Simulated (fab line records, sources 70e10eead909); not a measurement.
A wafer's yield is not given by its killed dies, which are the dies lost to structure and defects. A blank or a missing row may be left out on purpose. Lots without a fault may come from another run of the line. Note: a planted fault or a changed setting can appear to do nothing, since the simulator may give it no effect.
Which tool did it?    flow nand_harc    39 wafers from 13 lots sampled at 6 of the route's 1159 steps

== WHAT THE GAUGES SHOWED, per wafer ==
NHARC_P_GATE_CD_MEAS_26: the cd target is 120 nm.
lot   measured      on         cd_nm (nm)
L147  day 4 20:07   cd_sem-01  120.7 120.3 120.7
L150  day 5 12:27   cd_sem-01  120.8 121.2 120.9
L152  day 6 02:34   cd_sem-01  120.2 119.4 119.1
L160  day 8 02:38   cd_sem-02  120.2 120.1 119.1
L159  day 8 03:28   cd_sem-02  119.9 120.9 120.4
L161  day 8 15:26   cd_sem-02  120.5 120.0 120.5
L162  day 8 16:26   cd_sem-02  119.7 119.9 119.9
L165  day 9 11:34   cd_sem-02  120.8 120.9 119.9
L164  day 9 12:00   cd_sem-03  121.3 121.2 120.7
L166  day 9 16:32   cd_sem-01  120.0 120.1 119.9
L167  day 9 22:50   cd_sem-01  120.2 119.6 119.7
L168  day 9 23:31   cd_sem-02  120.4 120.9 120.9
L169  day 10 11:11  cd_sem-01  119.9 119.7 120.2

NHARC_P_GATE_CD_MEAS_33.
lot   measured      on         cd_nm (nm)
L147  day 4 21:16   cd_sem-01  120.2 119.8 123.3
L150  day 5 13:38   cd_sem-02  121.7 120.3 126.9
L152  day 6 03:33   cd_sem-03  122.2 123.0 120.3
L160  day 8 03:54   cd_sem-01  121.2 121.0 118.2
L159  day 8 04:26   cd_sem-01  123.6 120.5 121.1
L161  day 8 16:31   cd_sem-03  117.2 120.5 122.3
L162  day 8 17:28   cd_sem-01  120.3 121.9 121.8
L165  day 9 12:35   cd_sem-02  117.2 126.4 117.8
L164  day 9 12:59   cd_sem-01  116.8 122.9 121.5
L166  day 9 17:41   cd_sem-03  123.2 120.4 121.4
L167  day 9 23:49   cd_sem-03  121.7 119.0 118.5
L168  day 10 00:38  cd_sem-03  115.9 119.0 117.1
L169  day 10 12:24  cd_sem-02  119.6 116.4 123.2

NHARC_P_GATE_CD_MEAS_59: the cd target is 720 nm.
lot   measured      on         cd_nm (nm)
L147  day 5 10:32   cd_sem-01  717.8 719.7 718.0
L150  day 6 02:22   cd_sem-03  720.4 719.7 723.5
L152  day 6 16:24   cd_sem-02  706.0 709.5 708.4
L160  day 8 16:35   cd_sem-01  722.5 721.1 721.7
L159  day 8 17:16   cd_sem-02  718.4 718.7 717.4
L161  day 9 05:22   cd_sem-02  719.3 720.5 721.4
L162  day 9 08:14   cd_sem-02  719.2 719.7 718.7
L165  day 10 01:23  cd_sem-01  721.5 717.2 718.5
L164  day 10 01:34  cd_sem-01  716.5 716.1 720.1
L166  day 10 06:31  cd_sem-03  718.6 717.2 717.4
L167  day 10 12:43  cd_sem-01  722.6 723.1 720.8
L168  day 10 13:16  cd_sem-03  720.5 719.1 721.8
L169  day 11 01:17  cd_sem-01  719.4 718.6 716.3

NHARC_END_SORT_01.
lot   measured      on         killed_at_array  killed_at_other  killed_at_periphery  killed_dies  killed_open  killed_short
L160  day 22 10:50  prober-01  33 29 35         3 3 2            1 1 2                37 33 39     2 3 5        3 1 1
L159  day 22 21:02  prober-01  26 24 24         1 2 1            5 4 2                32 30 27     4 6 3        3 2 3

== WHICH TOOL RAN EACH LOT (tool, then ch and the chambers of the sampled wafers, then the start) ==
lot   NHARC_P_GATE_EXPOSE_56             NHARC_P_GATE_STRIP_112
L147  krf_scanner-04 ch 0, day 5 10:22   plasma_asher-02 ch 0,1, day 5 11:34
L150  krf_scanner-01 ch 0, day 6 02:13   plasma_asher-01 ch 1, day 6 02:56
L152  krf_scanner-01 ch 0, day 6 16:15   plasma_asher-02 ch 0,1, day 6 16:56
L160  krf_scanner-02 ch 0, day 8 16:26   plasma_asher-01 ch 0,1, day 8 17:10
L159  krf_scanner-04 ch 0, day 8 17:07   plasma_asher-01 ch 0,1, day 8 18:06
L161  krf_scanner-02 ch 0, day 9 05:13   plasma_asher-01 ch 0, day 9 05:56
L162  krf_scanner-01 ch 0, day 9 08:05   plasma_asher-01 ch 0,1, day 9 08:46
L165  krf_scanner-01 ch 0, day 10 01:14  plasma_asher-02 ch 0,1, day 10 01:55
L164  krf_scanner-01 ch 0, day 10 01:25  plasma_asher-01 ch 0,1, day 10 02:21
L166  krf_scanner-04 ch 0, day 10 06:21  plasma_asher-02 ch 0,1, day 10 07:04
L167  krf_scanner-04 ch 0, day 10 12:33  plasma_asher-01 ch 0,1, day 10 13:23
L168  krf_scanner-04 ch 0, day 10 13:07  plasma_asher-02 ch 0,1, day 10 14:02
L169  krf_scanner-04 ch 0, day 11 01:07  plasma_asher-02 ch 0,1, day 11 01:56
- NHARC_P_GATE_EXPOSE_56: exposes mask P PSD, target cd 720 nm.
- NHARC_P_GATE_STRIP_112: strips in N2/H2, time 200 s.

== AS READ BY THE TOOLS THEMSELVES (means over the sampled wafers that have a number; for cases with no such wafer, the mark the record gives instead) ==
NHARC_P_GATE_EXPOSE_56.
lot   tool            exposure_dose_mJ_cm2
L147  krf_scanner-04  14.808
L150  krf_scanner-01  14.813
L152  krf_scanner-01  14.831
L160  krf_scanner-02  14.826
L159  krf_scanner-04  14.824
L161  krf_scanner-02  14.812
L162  krf_scanner-01  14.788
L165  krf_scanner-01  14.798
L164  krf_scanner-01  14.817
L166  krf_scanner-04  14.822
L167  krf_scanner-04  14.804
L168  krf_scanner-04  14.809
L169  krf_scanner-04  14.803

NHARC_P_GATE_STRIP_112.
lot   tool             drypump_motor_current_A (A)  heater_power_w (W)
L147  plasma_asher-02  5.74                         97
L150  plasma_asher-01  5.91                         81
L152  plasma_asher-02  5.76                         94
L160  plasma_asher-01  5.76                         83
L159  plasma_asher-01  5.74                         82
L161  plasma_asher-01  5.42                         86
L162  plasma_asher-01  5.73                         83
L165  plasma_asher-02  5.72                         90
L164  plasma_asher-01  5.58                         85
L166  plasma_asher-02  5.73                         89
L167  plasma_asher-01  5.56                         85
L168  plasma_asher-02  5.76                         93
L169  plasma_asher-02  5.74                         91

== THE ANSWER, worked out from the rows above alone ==
Rule: the usual values come from the lots themselves. The widest of any qualifying gaps counts: lots, ordered by their means at a reading, are off when they make up no more than a third of the lots, leave a main group of 4 or more, and stand apart from it by 3 or more times the standard deviation of that group's means. If all means in a main group match to the digits the tables above print for the reading, that group is not used. Also off: a lot with no number at a reading for which 4 or more lots have one. Where the step has rows for the other lots, those lots are counted as sound. After the gauges, taken in route order, come the tools' own readings; for these a lot's mean is taken, as printed above. At the first step where some lot is off, the reading lying furthest off is the one used; lots without a number count as furthest.
Off: L152 (NHARC_P_GATE_CD_MEAS_59, cd_nm). Main group: mean 719.5 nm, sd 1.5.
A tool fits if, at a process step before that reading, it ran every lot that is off, and no sound lot after the first of them. The gauges at NHARC_P_GATE_CD_MEAS_59 are tried like those tools. None of those tried fits.

== WHAT WAS PUT IN BY THE SIMULATOR ==
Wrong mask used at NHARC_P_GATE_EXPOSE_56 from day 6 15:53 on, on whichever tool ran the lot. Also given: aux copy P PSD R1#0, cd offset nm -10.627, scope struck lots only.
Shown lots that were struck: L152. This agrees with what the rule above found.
